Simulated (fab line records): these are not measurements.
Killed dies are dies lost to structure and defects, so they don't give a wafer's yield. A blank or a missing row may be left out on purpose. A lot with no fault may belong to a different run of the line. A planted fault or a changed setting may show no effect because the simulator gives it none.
fab line records	flow n5_finfet
record: lots: 7	wafers: 21
route steps=1938 shown WELL_APT@36 FIN_SAQP@96 DUMMY_GATE@246 SD_EPI_N@288 SD_EPI_P@295 SD_ACTIVATION@331
start_h: the number of hours between the record's first day and the start of the first shown wafer of the lot	wait_h: how many hours have passed since the lot's step before this one	" identical to the entry in the row above	L1.1+2: one row covering several wafers at once	- no value, or no start given	* or withheld: withheld	< > ~ a bound
route shown NAME@n: a module of which the file shows steps, and the number in the route of the first	usual: mean/standard deviation taken from wafers without a fault	same: alike in all rows	chamber/n: place in a boat	sites: per-site readings	_std_site: the standard deviation of these	_edge_site: the outer-site mean with the inner-site mean subtracted	radius_mm: for every site, how far away it sits from the centre of the wafer	mask NAME#n: copy n	behind: the most recent tool/chamber to have shaped the wafer	hold: why the lot went on hold/how many hours it stayed there/how the hold came to an end	device: the transistor (n, p or np) that didn't switch	end of line: tests run on the same wafers once the route is complete	a step given without rows: its recipe and nothing more	killed: the dies lost at the first sort to structure and to defects; this is not the yield of the wafer	map: the dies of a wafer, with x for killed, . for not killed, _ for no die there
set.NAME: setting as actually run; set.NAME@STEP: the setting as run at that earlier step	model.NAME: the simulator's own value behind a step, which no gauge read
lots whose settings were changed on purpose; a table a step, a row a wafer
== steps ==
step: N5_WELL_APT_COAT_19
recipe: spin_rpm: 1357	resist_thk_nm: 950
lot.wafer	tool	chamber	start_h	wait_h	set.spin_rpm	model.coat_of_WELL_APT_COAT_19.thk_nm
L075.3	litho_track-03	0	-	-	1489	907.8
L075.4	"	0	"	"	1357	948.7
L075.5	"	0	"	"	1357	950.1
L076.2+3	litho_track-03	0	-	-	1357	949
L076.6	"	0	"	"	1357	947.7
L085.2	litho_track-05	0	-	-	1276	981.8
L085.3	"	0	"	"	1276	979.1
L085.5	"	0	"	"	1357	953
L086.3	litho_track-05	0	-	-	1357	949.3
L086.4	"	0	"	"	1357	952
L086.6	"	0	"	"	1462	915.7
L087.1	litho_track-05	0	-	-	1357	951.2
L087.2	"	0	"	"	1357	946.8
L087.4	"	0	"	"	1473	911.3
L090.2	litho_track-03	0	-	-	1357	952.2
L090.4	"	0	"	"	1357	947.6
L090.5	"	0	"	"	1210	1008
L096.1	litho_track-03	0	-	-	1426	927.4
L096.2	"	0	"	"	1357	952.5
L096.3	"	0	"	"	1357	951.6
step: N5_FIN_SAQP_HM_DEP_03
recipe: material: SiNx	target_thk_a: 380	temp_c: 400	precursor: SiH4/NH3/N2	pressure_torr: 1.5	rf_w: 300	time_s: 33.6
lot.wafer	tool	chamber	start_h	wait_h	set.time_s	model.SiNx_of_FIN_SAQP_HM_DEP_03.thk_nm
L075.3	pecvd-04	1	27.67	0.2	33.6	37.58
L075.4	"	0	"	"	38.57	43.04
L075.5	"	1	"	"	38.57	43.32
L076.2	pecvd-02	2	33.52	0.2	33.6	38.07
L076.3	"	1	"	"	33.6	37.3
L076.6	"	0	"	"	33.6	37.58
L085.2	pecvd-02	0	87.48	0.2	32.2	36.05
L085.3	"	1	"	"	32.2	36.22
L085.5	"	1	"	"	33.6	38.06
L086.3	pecvd-04	1	93.85	0.1	31.29	34.7
L086.4	"	0	"	"	33.6	36.91
L086.6	"	2	"	"	31.29	34.73
L087.1	pecvd-04	0	99.38	0.2	33.6	37.53
L087.2	"	2	"	"	33.6	37.63
L087.4	"	0	"	"	33.6	38.12
L090.2	pecvd-01	2	117.50	0.2	33.6	37.23
L090.4	"	2	"	"	38.26	43.24
L090.5	"	1	"	"	38.26	43.51
L096.1	pecvd-04	1	154.18	0.2	33.6	37.52
L096.2	"	0	"	"	33.6	37.51
L096.3	"	0	"	"	33.6	38.08
step: N5_FIN_SAQP_THK_MEAS_05
usual: thk_nm: 37.9/0.54
lot.wafer	tool	chamber	start_h	wait_h	set.time_s@FIN_SAQP_HM_DEP_03	thk_nm
L075.3	film_metro-02	-	27.76	0.1	33.6	37.6
L075.4	"	-	"	"	38.57	43.1
L075.5	"	-	"	"	38.57	43.3
L076.2	film_metro-02	-	33.61	0.1	33.6	38.1
L076.3	"	-	"	"	33.6	37.3
L076.6	"	-	"	"	33.6	37.6
L085.2	film_metro-01	-	87.56	0.1	32.2	36.0
L085.3	"	-	"	"	32.2	36.2
L085.5	"	-	"	"	33.6	38.1
L086.3	film_metro-02	-	93.93	0.1	31.29	34.7
L086.4	"	-	"	"	33.6	36.9
L086.6	"	-	"	"	31.29	34.7
L087.1	film_metro-02	-	99.47	0.1	33.6	37.6
L087.2	"	-	"	"	33.6	37.6
L087.4	"	-	"	"	33.6	38.1
L090.2	film_metro-02	-	117.61	0.1	33.6	37.3
L090.4	"	-	"	"	38.26	43.3
L090.5	"	-	"	"	38.26	43.5
L096.1	film_metro-01	-	154.29	0.1	33.6	37.5
L096.2	"	-	"	"	33.6	37.5
L096.3	"	-	"	"	33.6	38.1
step: N5_FIN_SAQP_HM_DEP_72
recipe: material: SiO2	target_thk_a: 120	temp_c: 400	precursor: SiH4/N2O	pressure_torr: 0.75	rf_w: 275	time_s: 7.2
lot.wafer	tool	chamber	start_h	wait_h	set.time_s	model.SiO2_of_FIN_SAQP_HM_DEP_72.thk_nm
L075.3	pecvd-04	1	28.02	0.1	7.2	12.18
L075.4	"	0	"	"	7.902	13.25
L075.5	"	1	"	"	7.2	12.06
L076.2	pecvd-02	0	33.85	0.0	7.2	11.7
L076.3	"	1	"	"	7.2	11.8
L076.6	"	0	"	"	7.2	11.99
L085.2	pecvd-02	2	87.81	0.0	6.348	10.35
L085.3	"	0	"	"	7.2	11.67
L085.5	"	1	"	"	6.348	10.28
L086.3	pecvd-04	2	94.18	0.0	6.524	10.47
L086.4	"	2	"	"	6.524	10.65
L086.6	"	1	"	"	7.2	11.95
L087.1	pecvd-04	2	99.71	0.0	7.2	11.85
L087.2	"	1	"	"	7.2	11.96
L087.4	"	0	"	"	7.2	11.92
L090.2	pecvd-01	1	117.86	0.0	7.2	12.05
L090.4	"	2	"	"	7.2	12.09
L090.5	"	1	"	"	7.577	12.9
L096.1	pecvd-04	0	154.58	0.0	7.2	12.02
L096.2	"	1	"	"	7.2	11.91
L096.3	"	1	"	"	7.2	11.98
step: N5_FIN_SAQP_COAT_49
recipe: resist: SOC	temp_c: 250	time_s: 60	spin_rpm: 1500	resist_thk_nm: 100
step: N5_FIN_SAQP_COAT_50
recipe: resist: SiARC	temp_c: 220	time_s: 60	spin_rpm: 1500	resist_thk_nm: 35
step: N5_FIN_SAQP_ETCH_52
recipe: chemistry: N2/H2	target: SOC	target_depth_a: 1000	overetch_a: 200	mask_material: SiARC	temp_c: 40	time_s: 150	ion_energy_ev: 200	pressure_mtorr: 30	source_w: 840	bias_w: 150	n2_flow_sccm: 200	h2_flow_sccm: 200	ends: end_point
step: N5_FIN_SAQP_STRIP_53
recipe: chemistry: N2/H2	temp_c: 40	n2_flow_sccm: 200	h2_flow_sccm: 200	rf_frequency_hz: 6e+07
step: N5_FIN_SAQP_HM_OPEN_73
recipe: chemistry: CHF3/O2	target: SiO2	stop_on: a-Si	target_depth_a: 120	over_etch_frac: 1.8	mask_material: SOC	time_s: 16.8	pressure_mtorr: 30	source_w: 650	bias_w: 170	Ar_flow_sccm: 200	CHF3_flow_sccm: 50	O2_flow_sccm: 5	ion_energy_ev: 200	ends: end_point
lot.wafer	tool	chamber	start_h	wait_h	set.time_s@FIN_SAQP_HM_DEP_72	model.etch.depth_nm
L075.3	rie_diel-02	3	28.77	0.0	7.2	12.18
L075.4	"	0	"	"	7.902	13.25
L075.5	"	3	"	"	7.2	12.06
L076.2	rie_diel-02	1	34.59	0.0	7.2	11.7
L076.3	"	3	"	"	7.2	11.8
L076.6	"	3	"	"	7.2	11.99
L085.2	rie_diel-04	0	88.55	0.0	6.348	10.35
L085.3	"	1	"	"	7.2	11.67
L085.5	"	0	"	"	6.348	10.28
L086.3	rie_diel-02	2	94.96	0.0	6.524	10.47
L086.4	"	1	"	"	6.524	10.65
L086.6	"	0	"	"	7.2	11.95
L087.1	rie_diel-02	1	100.54	0.0	7.2	11.85
L087.2	"	0	"	"	7.2	11.96
L087.4	"	2	"	"	7.2	11.92
L090.2	rie_diel-01	2	118.91	0.0	7.2	12.05
L090.4	"	2	"	"	7.2	12.09
L090.5	"	0	"	"	7.577	12.9
L096.1	rie_diel-04	0	155.34	0.0	7.2	12.02
L096.2	"	2	"	"	7.2	11.91
L096.3	"	3	"	"	7.2	11.98
step: N5_FIN_SAQP_STRIP_74
recipe: chemistry: CHF3/O2	resist: SiARC	rf_frequency_hz: 6e+07
step: N5_FIN_SAQP_MANDREL_ETCH_22
recipe: target_depth_a: 600	chemistry: HBr/Cl2	target: a-Si	stop_on: SiNx	bt_time_s: 10	over_etch_frac: 0.5	time_s: 30	pressure_mtorr: 10	icp_w: 800	bias_w: 75	HBr_flow_sccm: 150	Cl2_flow_sccm: 80	ends: end_point
step: N5_FIN_SAQP_MANDREL2_REMOVE_60
recipe: chemistry: HBr/Cl2/O2	bt_time_s: 10	target: a-Si	stop_on: SiNx	endpoint: OES-SiCl	over_etch_frac: 1	icp_w: 600	bias_w: 22	HBr_flow_sccm: 150	Cl2_flow_sccm: 80	O2_flow_sccm: 5	pressure_mtorr: 10
step: N5_FIN_SAQP_HM_OPEN_33
recipe: chemistry: CH3F/O2	target: SiNx	mask_material: SiO2	target_depth_a: 494	time_s: 70.6	pressure_mtorr: 30	source_w: 395	bias_w: 73	Ar_flow_sccm: 150	CH3F_flow_sccm: 30	O2_flow_sccm: 20	ion_energy_ev: 120	ends: cleared
usual: etch_rf_on_time_s: 69.1/1.3
lot.wafer	tool	chamber	start_h	wait_h	set.time_s@FIN_SAQP_HM_DEP_03	etch_rf_on_time_s	model.etch.depth_nm
L075.3	rie_diel-01	1	32.17	0.0	33.6	68.6	36.95
L075.4	"	2	"	"	38.57	79.1	42.42
L075.5	"	3	"	"	38.57	80.0	42.69
L076.2	rie_diel-04	1	38.23	0.0	33.6	69.5	37.43
L076.3	"	3	"	"	33.6	68.4	36.67
L076.6	"	1	"	"	33.6	69.4	36.95
L085.2	rie_diel-01	1	92.32	0.3	32.2	64.8	35.24
L085.3	"	3	"	"	32.2	66.2	35.6
L085.5	"	2	"	"	33.6	68.8	37.43
L086.3	rie_diel-01	0	99.21	0.1	31.29	62.4	34.07
L086.4	"	1	"	"	33.6	67.1	36.29
L086.6	"	0	"	"	31.29	62.7	34.1
L087.1	rie_diel-01	3	104.76	0.5	33.6	68.0	36.9
L087.2	"	2	"	"	33.6	67.9	37.01
L087.4	"	2	"	"	33.6	68.7	37.49
L090.2	rie_diel-04	2	124.26	0.1	33.6	68.0	36.57
L090.4	"	1	"	"	38.26	77.8	42.44
L090.5	"	0	"	"	38.26	78.0	42.89
L096.1	rie_diel-02	1	159.34	0.0	33.6	68.0	36.89
L096.2	"	3	"	"	33.6	68.0	36.88
L096.3	"	0	"	"	33.6	71.5	37.46
step: N5_FIN_SAQP_ETCH_34
recipe: chemistry: C4F6/O2	target: SiO2	target_depth_a: 450	time_s: 15	ion_energy_ev: 250	pressure_mtorr: 30	source_w: 345	bias_w: 185	Ar_flow_sccm: 300	C4F6_flow_sccm: 10	O2_flow_sccm: 10	ends: cleared
step: N5_FIN_SAQP_STRIP_77
recipe: chemistry: N2/H2	time_s: 90	power_w: 100	temp_c: 40	pressure_mtorr: 100	rf_frequency_hz: 6e+07	bias_power_w: 3	n2_flow_sccm: 300	h2_flow_sccm: 300
step: N5_FIN_SAQP_ETCH_64
recipe: chemistry: CF4	target: SiO2	target_depth_a: 15	ion_energy_ev: 350	pressure_mtorr: 10	icp_w: 800	bias_w: 400	cf4_flow_sccm: 80
step: N5_FIN_SAQP_FIN_ETCH_36
recipe: chemistry: HBr/Cl2/O2	target_depth_a: 1200	mask_material: SiNx	time_s: 50.4	bias_w: 102	pressure_mtorr: 10	icp_w: 800	HBr_flow_sccm: 150	Cl2_flow_sccm: 80	O2_flow_sccm: 12
lot.wafer	tool	chamber	start_h	wait_h	set.time_s@FIN_SAQP_HM_DEP_03	model.SiNx_of_FIN_SAQP_HM_DEP_03.thk_nm
L075.3	rie_si-05	3	32.45	0.0	33.6	20.4
L075.4+5	"	1,3	"	"	38.57	26
L076.2	rie_si-06	2	38.51	0.0	33.6	21
L076.3	"	3	"	"	33.6	20.8
L076.6	"	2	"	"	33.6	20.6
L085.2	rie_si-06	1	92.60	0.0	32.2	18.8
L085.3	"	2	"	"	32.2	19.2
L085.5	"	0	"	"	33.6	21.2
L086.3+6	rie_si-05	0	99.50	0.0	31.29	18.2
L086.4	"	1	"	"	33.6	19.8
L087.1	rie_si-04	3	105.04	0.0	33.6	21
L087.2	"	0	"	"	33.6	21.2
L087.4	"	1	"	"	33.6	20.8
L090.2	rie_si-04	0	124.55	0.0	33.6	20.8
L090.4	"	1	"	"	38.26	26.2
L090.5	"	0	"	"	38.26	27
L096.1	rie_si-04	1	159.63	0.0	33.6	20.6
L096.2	"	3	"	"	33.6	21
L096.3	"	0	"	"	33.6	21.6
step: N5_DUMMY_GATE_ETCH_32
recipe: chemistry: CF4	target: SiO2	target_depth_a: 35	time_s: 3.9	ion_energy_ev: 350	pressure_mtorr: 10	icp_w: 800	bias_w: 400	cf4_flow_sccm: 80
lot.wafer	tool	chamber	start_h	wait_h	set.time_s	model.etch.depth_nm
L075.3	rie_si-02	0	53.26	0.1	3.511	3.075
L075.4	"	3	"	"	3.9	3.509
L075.5	"	3	"	"	3.9	3.534
L076.2	rie_si-03	1	59.07	0.1	3.9	3.39
L076.3	"	0	"	"	3.9	3.531
L076.6	"	0	"	"	3.9	3.5
L085.2	rie_si-02	3	113.18	0.1	4.476	4.076
L085.3	"	0	"	"	4.476	3.993
L085.5	"	2	"	"	3.9	3.419
L086.3	rie_si-01	3	119.68	0.1	3.9	3.527
L086.4	"	0	"	"	3.9	3.469
L086.6	"	3	"	"	3.9	3.566
L087.1	rie_si-03	1	125.26	0.1	3.33	2.909
L087.2	"	3	"	"	3.33	2.967
L087.4	"	0	"	"	3.9	3.492
L090.2	rie_si-03	0	144.87	0.1	3.9	3.452
L090.4	"	1	"	"	3.9	3.362
L090.5	"	0	"	"	3.9	3.487
L096.1	rie_si-02	1	179.74	0.1	3.9	3.458
L096.2	"	0	"	"	4.269	3.798
L096.3	"	2	"	"	3.9	3.436
step: N5_SD_EPI_N_EPI_21
recipe: material: Si:P	dopant: P	temp_c: 680	pressure_torr: 255	time_s: 690
lot.wafer	tool	chamber	start_h	wait_h	set.epi_growth_time_s	model.Si-P_of_SD_EPI_N_EPI_21.thk_nm
L075.3	epi_rpcvd-03	0	57.32	0.9	690	58.4
L075.4	"	0	"	"	690	59
L075.5	"	0	"	"	690	58.6
L076.2	epi_rpcvd-03	0	63.59	0.5	690	58.8
L076.3	"	0	"	"	690	58.6
L076.6	"	0	65.08	1.9	690	58
L085.2	epi_rpcvd-02	0	117.42	0.5	690	59.2
L085.3	"	0	"	"	690	59
L085.5	"	0	"	"	690	59.6
L086.3	epi_rpcvd-04	0	124.58	0.7	690	58.4
L086.4	"	0	"	"	690	58.2
L086.6	"	0	"	"	690	58
L087.1	epi_rpcvd-02	0	129.14	0.1	690	58.2
L087.2	"	0	"	"	714.9	59.4
L087.4	"	0	"	"	714.9	59.2
L090.2	epi_rpcvd-03	0	148.54	0.4	658.1	57.8
L090.4	"	0	"	"	690	60
L090.5	"	0	"	"	658.1	57
L096.1+3	epi_rpcvd-02	0	183.31	0.2	690	59
L096.2	"	0	"	"	690	58.8
step: N5_SD_EPI_P_COAT_34
recipe: resist: SOC	temp_c: 250	time_s: 60	spin_rpm: 1500	resist_thk_nm: 350
lot.wafer	tool	chamber	start_h	wait_h	set.spin_rpm	model.SOC_of_SD_EPI_P_COAT_34.thk_nm
L075.3	litho_track-01	0	60.07	0.0	1500	349.4
L075.4+5	"	0	"	"	1500	349.8
L076.2	litho_track-02	0	66.10	0.0	1500	350
L076.3	"	0	"	"	1500	349.4
L076.6	"	0	"	"	1500	349.8
L085.2+5	litho_track-02	0	120.19	0.0	1365	368
L085.3	"	0	"	"	1500	351
L086.3	litho_track-02	0	126.53	0.0	1500	350.6
L086.4	"	0	"	"	1500	350.2
L086.6	"	0	"	"	1500	351
L087.1+2	litho_track-03	0	131.46	0.0	1500	352.6
L087.4	"	0	"	"	1423	361.8
L090.2	litho_track-03	0	150.68	0.0	1500	348.8
L090.4	"	0	"	"	1500	348.6
L090.5	"	0	"	"	1594	338.2
L096.1+2	litho_track-03	0	186.18	0.0	1669	332
L096.3	"	0	"	"	1500	349.2
step: N5_SD_EPI_P_COAT_35
recipe: resist: SiARC	temp_c: 220	time_s: 60	spin_rpm: 1500	resist_thk_nm: 35
step: N5_SD_EPI_P_COAT_03
recipe: resist: CAR-ArF-block	spin_rpm: 1500	resist_thk_nm: 150
step: N5_SD_EPI_P_EPI_21
recipe: material: SiGe:B	dopant: B	temp_c: 550	pressure_torr: 20	ambient: H2	time_s: 355
step: N5_SD_EPI_P_HM_STRIP_48
recipe: chemistry: H3PO4	temp_c: 160	material: SiNx	target: SiNx	target_depth_a: 30	overetch_fraction: 0.3
lot.wafer	tool	chamber	start_h	wait_h	set.epi_growth_time_s@SD_EPI_N_EPI_21	model.Si-P_of_SD_EPI_N_EPI_21.thk_nm
L075.3	wet_bench-02	2	64.12	0.0	690	57.8
L075.4	"	0	"	"	690	58.4
L075.5	"	3	"	"	690	58
L076.2+3	wet_bench-05	6,2	70.02	0.0	690	58
L076.6	"	3	"	"	690	57.4
L085.2+3	wet_bench-02	3,2	124.30	0.0	690	58.4
L085.5	"	4	"	"	690	59
L086.3	wet_bench-02	5	130.48	0.0	690	57.8
L086.4	"	4	"	"	690	57.6
L086.6	"	3	"	"	690	57.4
L087.1	wet_bench-05	7	136.00	0.0	690	57.6
L087.2+4	"	5,2	"	"	714.9	58.6
L090.2	wet_bench-06	3	154.71	0.0	658.1	57.2
L090.4	"	5	"	"	690	59.2
L090.5	"	2	"	"	658.1	56.4
L096.1+2	wet_bench-05	6,1	191.07	0.0	690	58.2
L096.3	"	5	"	"	690	58.4
step: N5_SD_EPI_P_SRD_49
recipe: dry: ipa_marangoni	time_s: 30	temp_c: 23	rinse_liquid: diw
step: N5_SD_EPI_P_PRECLEAN_24
recipe: chemistry: O3/DIW	time_s: 45	temp_c: 22	o3_ppm: 10
lot.wafer	tool	chamber	start_h	wait_h	set.epi_growth_time_s@SD_EPI_N_EPI_21	model.Si-P_of_SD_EPI_N_EPI_21.thk_nm
L075.3	wet_bench-02	2	64.19	0.0	690	57.6
L075.4	"	0	"	"	690	58.2
L075.5	"	3	"	"	690	57.8
L076.2	wet_bench-05	6	70.09	0.0	690	58
L076.3	"	2	"	"	690	57.8
L076.6	"	3	"	"	690	57.2
L085.2+3	wet_bench-02	3,2	124.37	0.0	690	58.2
L085.5	"	4	"	"	690	58.8
L086.3	wet_bench-02	5	130.55	0.0	690	57.6
L086.4	"	4	"	"	690	57.4
L086.6	"	3	"	"	690	57.2
L087.1	wet_bench-05	7	136.07	0.0	690	57.4
L087.2	"	5	"	"	714.9	58.6
L087.4	"	2	"	"	714.9	58.4
L090.2	wet_bench-06	3	154.79	0.0	658.1	57
L090.4	"	5	"	"	690	59
L090.5	"	2	"	"	658.1	56.2
L096.1+3	wet_bench-05	6,5	191.14	0.0	690	58.2
L096.2	"	1	"	"	690	58
step: N5_SD_ACTIVATION_LSA_01
recipe: temp_c: 1080	time_s: 0.0008	ambient: N2
usual: wafer_temp_C_max: 1086.6/1.2
lot.wafer	tool	chamber	start_h	wait_h	set.temp_c	wafer_temp_C_max
L075.3	laser_anneal-02	0	64.71	0.2	1080	1085.8
L075.4	"	0	"	"	1080	1085.0
L075.5	"	0	"	"	1080	1085.5
L076.2	laser_anneal-01	0	70.43	0.2	1080	1086.6
L076.3	"	0	"	"	1080	1084.8
L076.6	"	0	"	"	1080	1088.6
L085.2	laser_anneal-02	0	124.70	0.2	1080	1085.8
L085.3	"	0	"	"	1080	1086.4
L085.5	"	0	"	"	1095	1102.0
L086.3	laser_anneal-01	0	130.99	0.2	1080	1087.1
L086.4	"	0	"	"	1080	1087.8
L086.6	"	0	"	"	1048	1057.1
L087.1	laser_anneal-02	0	136.38	0.2	1080	1086.5
L087.2	"	0	"	"	1080	1087.3
L087.4	"	0	"	"	1080	1085.7
L090.2	laser_anneal-01	0	155.21	0.2	1062	1068.5
L090.4	"	0	"	"	1080	1085.6
L090.5	"	0	"	"	1080	1086.8
L096.1	laser_anneal-01	0	191.43	0.2	1080	1085.3
L096.2	"	0	"	"	1111	1117.0
L096.3	"	0	"	"	1111	1118.1
step: N5_SD_ACTIVATION_RS_MEAS_03
recipe: thk_meas_gauge: four-point-probe
usual: RS_SD_N: 21.99/0.26	RS_SD_P: 56.2/0.95
lot.wafer	tool	chamber	start_h	wait_h	set.temp_c@SD_ACTIVATION_LSA_01	RS_SD_N[ohm/sq]	RS_SD_P[ohm/sq]
L075.3	film_metro-01	-	64.89	0.2	1080	22.02	57.9
L075.4	"	-	"	"	1080	21.81	56.1
L075.5	"	-	"	"	1080	21.89	57.7
L076.2	film_metro-02	-	70.63	0.2	1080	22.18	57.2
L076.3	"	-	"	"	1080	22.17	55.3
L076.6	"	-	"	"	1080	22.26	56.1
L085.2	film_metro-01	-	124.90	0.2	1080	21.83	57.9
L085.3	"	-	"	"	1080	21.97	57.1
L085.5	"	-	"	"	1095	20.13	56.4
L086.3	film_metro-02	-	131.18	0.2	1080	22.35	54.5
L086.4	"	-	"	"	1080	22.21	55.6
L086.6	"	-	"	"	1048	25.70	57.2
L087.1	film_metro-01	-	136.58	0.2	1080	22.33	55.4
L087.2	"	-	"	"	1080	21.83	56.2
L087.4	"	-	"	"	1080	21.75	55.1
L090.2	film_metro-01	-	155.42	0.2	1062	24.36	57.2
L090.4	"	-	"	"	1080	21.83	56.9
L090.5	"	-	"	"	1080	22.86	56.4
L096.1	film_metro-02	-	191.65	0.2	1080	21.98	55.3
L096.2	"	-	"	"	1111	18.88	54.6
L096.3	"	-	"	"	1111	18.82	54.9
== key ==
split: step: N5_WELL_APT_COAT_19	setting: spin_rpm	stated: 1357	by: wafer
response: step: N5_WELL_APT_COAT_19	reading: model.coat_of_WELL_APT_COAT_19.thk_nm	change: -4.72	per: 1%	r: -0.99
split: step: N5_FIN_SAQP_HM_DEP_03	setting: time_s	stated: 33.6	by: wafer
response: step: N5_FIN_SAQP_HM_DEP_03	reading: model.SiNx_of_FIN_SAQP_HM_DEP_03.thk_nm	change: +0.402	per: 1%	r: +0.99
response: step: N5_FIN_SAQP_THK_MEAS_05	reading: thk_nm	change: *	per: 1%	r: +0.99
response: step: N5_FIN_SAQP_HM_OPEN_33	reading: etch_rf_on_time_s	change: *	per: 1%	r: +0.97
response: step: N5_FIN_SAQP_HM_OPEN_33	reading: model.etch.depth_nm	change: +0.401	per: 1%	r: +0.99
response: step: N5_FIN_SAQP_FIN_ETCH_36	reading: model.SiNx_of_FIN_SAQP_HM_DEP_03.thk_nm	change: +0.386	per: 1%	r: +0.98
split: step: N5_FIN_SAQP_HM_DEP_72	setting: time_s	stated: 7.2	by: wafer
response: step: N5_FIN_SAQP_HM_DEP_72	reading: model.SiO2_of_FIN_SAQP_HM_DEP_72.thk_nm	change: +0.126	per: 1%	r: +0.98
response: step: N5_FIN_SAQP_HM_OPEN_73	reading: model.etch.depth_nm	change: +0.126	per: 1%	r: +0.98
split: step: N5_DUMMY_GATE_ETCH_32	setting: time_s	stated: 3.9	by: wafer
response: step: N5_DUMMY_GATE_ETCH_32	reading: model.etch.depth_nm	change: +0.0402	per: 1%	r: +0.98
split: step: N5_SD_EPI_N_EPI_21	setting: epi_growth_time_s	stated: 690	by: wafer
response: step: N5_SD_EPI_N_EPI_21	reading: model.Si-P_of_SD_EPI_N_EPI_21.thk_nm	change: +0.465	per: 1%	r: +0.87
response: step: N5_SD_EPI_P_HM_STRIP_48	reading: model.Si-P_of_SD_EPI_N_EPI_21.thk_nm	change: +0.427	per: 1%	r: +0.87
response: step: N5_SD_EPI_P_PRECLEAN_24	reading: model.Si-P_of_SD_EPI_N_EPI_21.thk_nm	change: +0.438	per: 1%	r: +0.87
split: step: N5_SD_EPI_P_COAT_34	setting: spin_rpm	stated: 1500	by: wafer
response: step: N5_SD_EPI_P_COAT_34	reading: model.SOC_of_SD_EPI_P_COAT_34.thk_nm	change: -1.68	per: 1%	r: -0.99
split: step: N5_SD_ACTIVATION_LSA_01	setting: temp_c	stated: 1080	by: wafer
response: step: N5_SD_ACTIVATION_LSA_01	reading: wafer_temp_C_max	change: *	per: 1%	r: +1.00
response: step: N5_SD_ACTIVATION_RS_MEAS_03	reading: RS_SD_N	change: -1.15	per: 1%	r: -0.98
